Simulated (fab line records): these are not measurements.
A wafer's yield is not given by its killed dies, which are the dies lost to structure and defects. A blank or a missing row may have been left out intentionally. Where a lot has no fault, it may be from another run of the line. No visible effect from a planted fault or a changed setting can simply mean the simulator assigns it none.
Lot-split experiment ; flow n5Finfet ; 39 wafers read across 7 lots, on a route 1938 steps long

## THE SPLIT
At N5_DUMMY_GATE_ETCH_32 (etches SiO2 in CF4, target depth 3.5 nm, time 3.9 s), the setting timeS was moved away from the recipe's 3.9 s on 18 of the 39 wafers read, by -22.7% to +18.1%. The other wafers ran this setting at the recipe's value.

The reading comes from the split's own step.

## THE READING
etch.depthNm (the simulator's own value, which no gauge read), in nm, at N5_DUMMY_GATE_ETCH_32 (etches SiO2 in CF4, target depth 3.5 nm, time 3.9 s). No usual value for it is given in the file. Average 3.468 nm, standard deviation 0.049 nm, over the 21 wafers here run with the recipe.

wafer;tool, chamber at the split;timeS as run, s;against the recipe;etch.depthNm, nm;against lot-mates on the recipe
L074.1;rieSi-02, 1;3.9;recipe;3.545;-
L074.2;rieSi-02, 0;3.04;-22.1%;2.661;-0.838
L074.3;rieSi-02, 2;3.9;recipe;3.523;-
L074.4;rieSi-02, 3;3.04;-22.1%;2.683;-0.816
L074.5;rieSi-02, 3;3.04;-22.1%;2.696;-0.803
L074.6;rieSi-02, 0;3.9;recipe;3.429;-
L077.1;rieSi-02, 3;3.9;recipe;3.476;-
L077.2;rieSi-02, 1;3.9;recipe;3.571;-
L077.3;rieSi-02, 2;3.371;-13.6%;3.045;-0.451
L077.4;rieSi-02, 0;3.9;recipe;3.441;-
L077.5;rieSi-02, 0;3.371;-13.6%;2.957;-0.539
L077.6;rieSi-02, 1;3.371;-13.6%;3.056;-0.440
L078.1;rieSi-03, 2;3.9;recipe;3.473;-
L078.2;rieSi-03, 0;3.013;-22.7%;2.642;-0.796
L078.3;rieSi-03, 1;3.013;-22.7%;2.703;-0.735
L078.4;rieSi-03, 3;3.9;recipe;3.399;-
L078.5;rieSi-03, 0;3.9;recipe;3.441;-
L078.6;rieSi-03, 3;3.013;-22.7%;2.627;-0.811
L081.1;rieSi-02, 2;3.9;recipe;3.489;-
L081.2;rieSi-02, 1;4.273;+9.6%;3.867;+0.434
L081.3;rieSi-02, 0;3.9;recipe;3.39;-
L081.4;rieSi-02, 3;3.9;recipe;3.42;-
L081.5;rieSi-02, 0;4.273;+9.6%;3.728;+0.295
L081.6;rieSi-02, 3;4.273;+9.6%;3.779;+0.346
L086.3;rieSi-03, 0;3.9;recipe;3.471;-
L086.4;rieSi-03, 2;3.9;recipe;3.511;-
L086.6;rieSi-03, 1;3.9;recipe;3.512;-
L090.1;rieSi-03, 2;3.9;recipe;3.523;-
L090.2;rieSi-03, 3;3.9;recipe;3.451;-
L090.3;rieSi-03, 1;3.524;-9.6%;3.199;-0.283
L090.4;rieSi-03, 0;3.524;-9.6%;3.155;-0.327
L090.5;rieSi-03, 0;3.524;-9.6%;3.134;-0.348
L090.6;rieSi-03, 3;3.9;recipe;3.472;-
L091.1;rieSi-01, 0;3.9;recipe;3.449;-
L091.2;rieSi-01, 2;4.606;+18.1%;4.167;+0.738
L091.3;rieSi-01, 3;3.9;recipe;3.394;-
L091.4;rieSi-01, 1;4.606;+18.1%;4.144;+0.715
L091.5;rieSi-01, 1;4.606;+18.1%;4.191;+0.762
L091.6;rieSi-01, 0;3.9;recipe;3.445;-

THE FIT
A straight line over all 39 wafers: etch.depthNm changes by +0.0359 nm for each +1% of timeS; r = +0.99; the points scatter about the line by 0.049 nm.
The same after taking each lot's own level away (the mean of its wafers on the recipe; 39 wafers): +0.0369 nm for each +1%; r = +0.99; scatter 0.045 nm.
That fit puts the effect of the largest move of timeS on the reading at 0.84 nm.
The span of the lots' own levels, 3.4293 to 3.4990 nm, comes to 1.4 times the standard deviation stated above.
The two slopes agree, so the slope changes little with the lot-to-lot level.
Check: with one of the wafers moved furthest among these (-22.7%) left out of the fit, the line predicts -0.828 nm for it against its lot-mates. It came out at -0.796 nm against them.

## OTHER SPLITS ON THESE WAFERS
Before the reading, these wafers also passed through other splits. Each is held against what the fit with the lots' levels taken away leaves over:
other split on the same wafers;wafers away from the commonest value;r with etch.depthNm (lot level and that fit taken away)
N5_FIN_SAQP_MANDREL_ETCH_22 targetDepthA;12;-0.12

## FILE'S OWN FIT
etch.depthNm changes by +0.0366 nm for each +1% of timeS, r = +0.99.
